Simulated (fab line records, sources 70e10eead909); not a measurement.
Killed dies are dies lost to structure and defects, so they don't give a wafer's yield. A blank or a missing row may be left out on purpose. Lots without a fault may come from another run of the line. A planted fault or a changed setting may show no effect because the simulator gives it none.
A struck lot beside a sound one | flow nand_harc | 39 steps out of a route of 1159
Sound: wafers L482.1, L482.2, L482.4. Struck: wafer L495.2. (L495.3, L495.5 of the same lot were not struck and are left out.) The cause comes at the end.
At each step with rows: each side's tool, then ch and its chambers, then its first start. Under that, the readings that differ: sound wafers | struck wafers | difference of the means | sigmas: that difference in standard deviations of wafers without a fault.
alike: readings whose means differ by less than 2 such deviations, and words and numbers that are the same on both sides. not compared: withheld readings, readings that some wafer has no value for, bounds like >300 that may hide the same value, and numbers for which the record gives no deviation and whose values overlap.
The two part at a step that has a row with sigmas, a row that says differs or no value, or rows on one side only. Numbers that don't overlap but have no deviation are shown without sigmas and don't part them. A reading that every wafer of one side lacks parts them only if that side has two wafers or more.

first, 3 steps without rows for these wafers: NHARC_A_STAIRCASE_PEB_182 (peb time 130 s); NHARC_A_STAIRCASE_DEVELOP_183 (time 140 s); NHARC_A_STAIRCASE_HARDBAKE_185 (time 140 s).
NHARC_A_STAIRCASE_DESCUM_186: chemistry O2, time 3 s.
  sound on rie_diel-02 ch 0,1,3, day 12 01:02; struck on rie_diel-05 ch 0, day 14 17:45
  reading                        | sound             | struck | difference | sigmas
  chamber_pressure_mTorr (mTorr) | 60.00 59.95 60.00 | 60.12  | +0.14      | +3
  rf_hours_counter_h (h)         | 41 42 38          | 54     | +14        |
  alike: drypump_motor_current_A, oes_product_au, rf_vpp_V, showerhead_plenum_p_Torr, throttle_valve_pct
then, 4 steps without rows for these wafers: NHARC_A_STAIRCASE_TRIM_187 (chemistry O2, time 211.2 s); NHARC_A_STAIRCASE_ETCH_188 (etches the open film in C4F8/O2, target depth 100 nm, time 40.5 s); NHARC_A_STAIRCASE_TRIM_189 (chemistry O2, time 211.2 s); NHARC_A_STAIRCASE_ETCH_190 (etches the open film in C4F8/O2, target depth 100 nm, time 40.5 s).
NHARC_A_STAIRCASE_TRIM_191: chemistry O2, time 211.2 s.
  sound on rie_diel-02 ch 0,1,2; struck on rie_diel-05 ch 1
  reading                | sound    | struck | difference | sigmas
  rf_hours_counter_h (h) | 43 39 38 | 51     | +11        |
  alike: chamber_pressure_mTorr, drypump_motor_current_A, oes_product_au, rf_vpp_V, showerhead_plenum_p_Torr, throttle_valve_pct
then, 2 steps without rows for these wafers: NHARC_A_STAIRCASE_ETCH_192 (etches the open film in C4F8/O2, target depth 100 nm, time 40.5 s); NHARC_A_STAIRCASE_TRIM_193 (chemistry O2, time 211.2 s).
NHARC_A_STAIRCASE_ETCH_194: etches the open film in C4F8/O2, target depth 100 nm, time 40.5 s.
  sound on rie_diel-02 ch 1,2,3, day 12 02:04; struck on rie_diel-05 ch 1, day 14 18:54
  reading                | sound    | struck | difference | sigmas
  rf_hours_counter_h (h) | 38 39 42 | 51     | +11        |
  alike: chamber_pressure_mTorr, oes_product_au, rf_vpp_V
then, 23 steps without rows for these wafers: NHARC_A_STAIRCASE_TRIM_196 (chemistry O2, time 211.2 s); NHARC_A_STAIRCASE_ETCH_197 (etches the open film in C4F8/O2, target depth 100 nm, time 40.5 s); NHARC_A_STAIRCASE_TRIM_198 (chemistry O2, time 211.2 s); NHARC_A_STAIRCASE_ETCH_199 (etches the open film in C4F8/O2, target depth 100 nm, time 40.5 s); NHARC_A_STAIRCASE_TRIM_200 (chemistry O2, time 211.2 s); NHARC_A_STAIRCASE_ETCH_201 (etches the open film in C4F8/O2, target depth 100 nm, time 40.5 s); NHARC_A_STAIRCASE_TRIM_202 (chemistry O2, time 211.2 s); NHARC_A_STAIRCASE_ETCH_203 (etches the open film in C4F8/O2, target depth 100 nm, time 40.5 s); NHARC_A_STAIRCASE_STRIP_205 (strips in O2); NHARC_A_STAIRCASE_STRIP_206 (strips in SPM, time 900 s); NHARC_A_STAIRCASE_PRECLEAN_207 (cleans in SC1); NHARC_A_STAIRCASE_SRD_208; NHARC_A_STAIRCASE_DEHYDRATE_209 (time 120 s); NHARC_A_STAIRCASE_HMDS_210 (time 30 s); NHARC_A_STAIRCASE_COAT_211; NHARC_A_STAIRCASE_SOFTBAKE_212 (time 170 s); NHARC_A_STAIRCASE_EBR_213; NHARC_A_STAIRCASE_EXPOSE_214 (exposes mask STAIR 3); NHARC_A_STAIRCASE_PEB_215 (peb time 130 s); NHARC_A_STAIRCASE_DEVELOP_216 (time 140 s); NHARC_A_STAIRCASE_HARDBAKE_218 (time 140 s); NHARC_A_STAIRCASE_DESCUM_219 (chemistry O2, time 3 s); NHARC_A_STAIRCASE_TRIM_220 (chemistry O2, time 211.2 s).
NHARC_A_STAIRCASE_ETCH_221: etches the open film in C4F8/O2, target depth 100 nm, time 40.5 s.
  sound on rie_diel-11 ch 0,1,2; struck on rie_diel-11 ch 1
  reading                        | sound                | struck | difference | sigmas
  chamber_pressure_mTorr (mTorr) | 25.003 25.008 25.038 | 24.964 | -0.052     | -3
  rf_hours_counter_h (h)         | 24 20 25             | 47     | +24        |
  alike: oes_product_au, rf_vpp_V
NHARC_A_STAIRCASE_TRIM_222: chemistry O2, time 211.2 s.
  sound on rie_diel-11 ch 0,2,3; struck on rie_diel-11 ch 1
  reading                | sound    | struck | difference | sigmas
  rf_hours_counter_h (h) | 21 20 25 | 47     | +25        |
  alike: chamber_pressure_mTorr, drypump_motor_current_A, oes_product_au, rf_vpp_V, showerhead_plenum_p_Torr, throttle_valve_pct
NHARC_A_STAIRCASE_ETCH_223: etches the open film in C4F8/O2, target depth 100 nm, time 40.5 s.
  sound on rie_diel-11 ch 0,1,2; struck on rie_diel-11 ch 0
  reading                | sound    | struck | difference | sigmas
  rf_hours_counter_h (h) | 26 20 24 | 45     | +22        |
  alike: chamber_pressure_mTorr, oes_product_au, rf_vpp_V
-- the record jumps here: 8 days lie between the struck wafers' starts before and after (it left off in module A_STAIRCASE and takes up again in module END, whose first step shown is number 1159 of the route) --
NHARC_END_SORT_01:
  the record has rows for the struck wafers here (prober-01 ch 0, day 23 01:15) and none for the sound ones

WHERE THEY PART
First at NHARC_A_STAIRCASE_DESCUM_186; last, within this record, at NHARC_END_SORT_01.

WHY: what the simulator had put in
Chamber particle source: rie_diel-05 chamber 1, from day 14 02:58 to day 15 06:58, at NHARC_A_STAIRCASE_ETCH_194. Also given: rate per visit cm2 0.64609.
